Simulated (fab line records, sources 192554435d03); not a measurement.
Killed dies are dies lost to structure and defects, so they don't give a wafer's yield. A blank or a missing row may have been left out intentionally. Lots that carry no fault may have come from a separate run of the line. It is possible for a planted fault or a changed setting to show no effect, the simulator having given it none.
Matching of chambers / flow n5 finfet / 4 sister chambers for N5_BEOL_M12_ETCH_59 on rie diel-06
The step etches BARC in N2/H2, target depth 89 nm, overetch 26.7 nm, time 67.9 s. 7 wafers are shown with their chamber, then 8 later ones without.

WAFERS PAIRED WITH THEIR CHAMBERS
wafer=L078.3; chamber=2; throttle valve pct (%)=18.17; showerhead plenum p Torr (Torr)=2.40
wafer=L085.5; chamber=0; throttle valve pct (%)=17.60; showerhead plenum p Torr (Torr)=2.56
wafer=L085.6; chamber=1; throttle valve pct (%)=17.68; showerhead plenum p Torr (Torr)=2.59
wafer=L088.1; chamber=3; throttle valve pct (%)=18.05; showerhead plenum p Torr (Torr)=2.48
wafer=L088.2; chamber=0; throttle valve pct (%)=17.61; showerhead plenum p Torr (Torr)=2.56
wafer=L088.4; chamber=1; throttle valve pct (%)=17.69; showerhead plenum p Torr (Torr)=2.58
wafer=L094.1; chamber=3; throttle valve pct (%)=18.06; showerhead plenum p Torr (Torr)=2.48

WAFERS MISSING THEIR CHAMBER
wafer=L094.2; throttle valve pct (%)=17.70; showerhead plenum p Torr (Torr)=2.58
wafer=L094.3; throttle valve pct (%)=17.77; showerhead plenum p Torr (Torr)=2.71
wafer=L094.4; throttle valve pct (%)=17.61; showerhead plenum p Torr (Torr)=2.56
wafer=L094.5; throttle valve pct (%)=18.05; showerhead plenum p Torr (Torr)=2.48
wafer=L094.6; throttle valve pct (%)=17.78; showerhead plenum p Torr (Torr)=2.71
wafer=L095.1; throttle valve pct (%)=18.06; showerhead plenum p Torr (Torr)=2.48
wafer=L095.2; throttle valve pct (%)=17.77; showerhead plenum p Torr (Torr)=2.71
wafer=L095.4; throttle valve pct (%)=17.73; showerhead plenum p Torr (Torr)=2.58

WHICH CHAMBER EACH WENT THROUGH
wafer=L094.2; from the rows above=1; in truth=1
wafer=L094.3; from the rows above=1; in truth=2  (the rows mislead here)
wafer=L094.4; from the rows above=0; in truth=0
wafer=L094.5; from the rows above=3; in truth=3
wafer=L094.6; from the rows above=1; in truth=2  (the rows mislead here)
wafer=L095.1; from the rows above=3; in truth=3
wafer=L095.2; from the rows above=1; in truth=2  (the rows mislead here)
wafer=L095.4; from the rows above=1; in truth=1
Correctly placed: 5 of 8. Not placeable from these rows: 0. Number placed wrongly: 3.
How it was worked out, from the rows above alone: a wafer's distance from a chamber is the root of the sum, over the readings, of the square of ((its reading less the chamber's mean) divided by the reading's scatter). If the next closest chamber is less than 2 further off than the closest, the wafer can't be placed; otherwise it belongs to the closest. For every chamber, the mean is computed from those of its wafers that are shown. The scatter: take each reading less its chamber's mean, square it, sum over the shown wafers, divide by the number of wafers less the number of chambers, and take the root.
